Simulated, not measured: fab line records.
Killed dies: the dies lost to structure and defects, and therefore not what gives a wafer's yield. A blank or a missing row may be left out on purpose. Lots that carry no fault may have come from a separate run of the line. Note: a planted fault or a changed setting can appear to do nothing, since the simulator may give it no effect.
Chamber matching / flow n5 finfet / rie diel-01 running N5_BEOL_M12_ETCH_38: 4 sister chambers
The step etches SiCN in CF4/N2, target depth 68.7 nm, time 73.4 s. 16 wafers are shown with their chamber, then 8 later ones without.

## WAFERS WITH THEIR CHAMBER
wafer=L074.1; chamber=1; throttle valve pct (%)=15.36; showerhead plenum p Torr (Torr)=2.24; oes product au (a.u.)=0.87
wafer=L074.3; chamber=2; throttle valve pct (%)=15.59; showerhead plenum p Torr (Torr)=2.22; oes product au (a.u.)=0.78
wafer=L074.5; chamber=3; throttle valve pct (%)=15.70; showerhead plenum p Torr (Torr)=2.18; oes product au (a.u.)=0.73
wafer=L078.2; chamber=3; throttle valve pct (%)=15.73; showerhead plenum p Torr (Torr)=2.18; oes product au (a.u.)=0.72
wafer=L078.4; chamber=0; throttle valve pct (%)=15.56; showerhead plenum p Torr (Torr)=2.22; oes product au (a.u.)=0.79
wafer=L078.6; chamber=2; throttle valve pct (%)=15.62; showerhead plenum p Torr (Torr)=2.21; oes product au (a.u.)=0.77
wafer=L080.1; chamber=1; throttle valve pct (%)=15.40; showerhead plenum p Torr (Torr)=2.23; oes product au (a.u.)=0.84
wafer=L080.3; chamber=2; throttle valve pct (%)=15.61; showerhead plenum p Torr (Torr)=2.21; oes product au (a.u.)=0.76
wafer=L080.5; chamber=1; throttle valve pct (%)=15.39; showerhead plenum p Torr (Torr)=2.23; oes product au (a.u.)=0.84
wafer=L085.2; chamber=1; throttle valve pct (%)=15.43; showerhead plenum p Torr (Torr)=2.23; oes product au (a.u.)=0.83
wafer=L085.5; chamber=2; throttle valve pct (%)=15.65; showerhead plenum p Torr (Torr)=2.21; oes product au (a.u.)=0.75
wafer=L085.6; chamber=1; throttle valve pct (%)=15.42; showerhead plenum p Torr (Torr)=2.23; oes product au (a.u.)=0.84
wafer=L087.2; chamber=1; throttle valve pct (%)=15.42; showerhead plenum p Torr (Torr)=2.23; oes product au (a.u.)=0.83
wafer=L087.3; chamber=3; throttle valve pct (%)=15.77; showerhead plenum p Torr (Torr)=2.17; oes product au (a.u.)=0.72
wafer=L087.6; chamber=2; throttle valve pct (%)=15.65; showerhead plenum p Torr (Torr)=2.21; oes product au (a.u.)=0.74
wafer=L086.1; chamber=0; throttle valve pct (%)=15.58; showerhead plenum p Torr (Torr)=2.21; oes product au (a.u.)=0.77

SIGNATURES, as means of the wafers listed above
reading=throttle valve pct; chamber 0=15.5700; chamber 1=15.4033; chamber 2=15.6240; chamber 3=15.7333; scatter within a chamber=0.027
reading=showerhead plenum p Torr; chamber 0=2.2150; chamber 1=2.2317; chamber 2=2.2120; chamber 3=2.1767; scatter within a chamber=0.00483
reading=oes product au; chamber 0=0.7800; chamber 1=0.8417; chamber 2=0.7600; chamber 3=0.7233; scatter within a chamber=0.014
Rule: a wafer lies at a distance from a chamber equal to the root of the sum of squares, over the readings, of (its reading less the chamber's mean, divided by the reading's scatter). If the next closest chamber is less than 2 further off than the closest, the wafer can't be placed; otherwise it belongs to the closest. How the scatter is found: for the shown wafers, subtract from each reading the mean of its chamber, square and add these, divide the total by (wafers less chambers), then take the root.

## WAFERS WHOSE CHAMBER IS MISSING
wafer=L086.3; throttle valve pct (%)=15.43; showerhead plenum p Torr (Torr)=2.23; oes product au (a.u.)=0.83
wafer=L086.5; throttle valve pct (%)=15.42; showerhead plenum p Torr (Torr)=2.23; oes product au (a.u.)=0.83
wafer=L093.2; throttle valve pct (%)=15.61; showerhead plenum p Torr (Torr)=2.21; oes product au (a.u.)=0.76
wafer=L093.3; throttle valve pct (%)=15.68; showerhead plenum p Torr (Torr)=2.20; oes product au (a.u.)=0.74
wafer=L093.4; throttle valve pct (%)=15.62; showerhead plenum p Torr (Torr)=2.21; oes product au (a.u.)=0.75
wafer=L096.1; throttle valve pct (%)=15.49; showerhead plenum p Torr (Torr)=2.22; oes product au (a.u.)=0.80
wafer=L096.2; throttle valve pct (%)=15.31; showerhead plenum p Torr (Torr)=2.17; oes product au (a.u.)=0.99
wafer=L096.5; throttle valve pct (%)=15.30; showerhead plenum p Torr (Torr)=2.17; oes product au (a.u.)=0.99

## EACH ONE'S CHAMBER
wafer=L086.3; from the rows above=1; in truth=1
wafer=L086.5; from the rows above=1; in truth=1
wafer=L093.2; from the rows above=can't be placed: 2 or 0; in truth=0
wafer=L093.3; from the rows above=can't be placed: 2 or 3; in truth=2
wafer=L093.4; from the rows above=2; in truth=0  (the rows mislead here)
wafer=L096.1; from the rows above=can't be placed: 0 or 1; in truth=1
wafer=L096.2; from the rows above=1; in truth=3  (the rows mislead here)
wafer=L096.5; from the rows above=1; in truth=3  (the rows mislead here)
Correctly placed: 2 of 8. Not placeable from these rows: 3 (in 3, the candidates include the true chamber). Wrongly placed: 3.
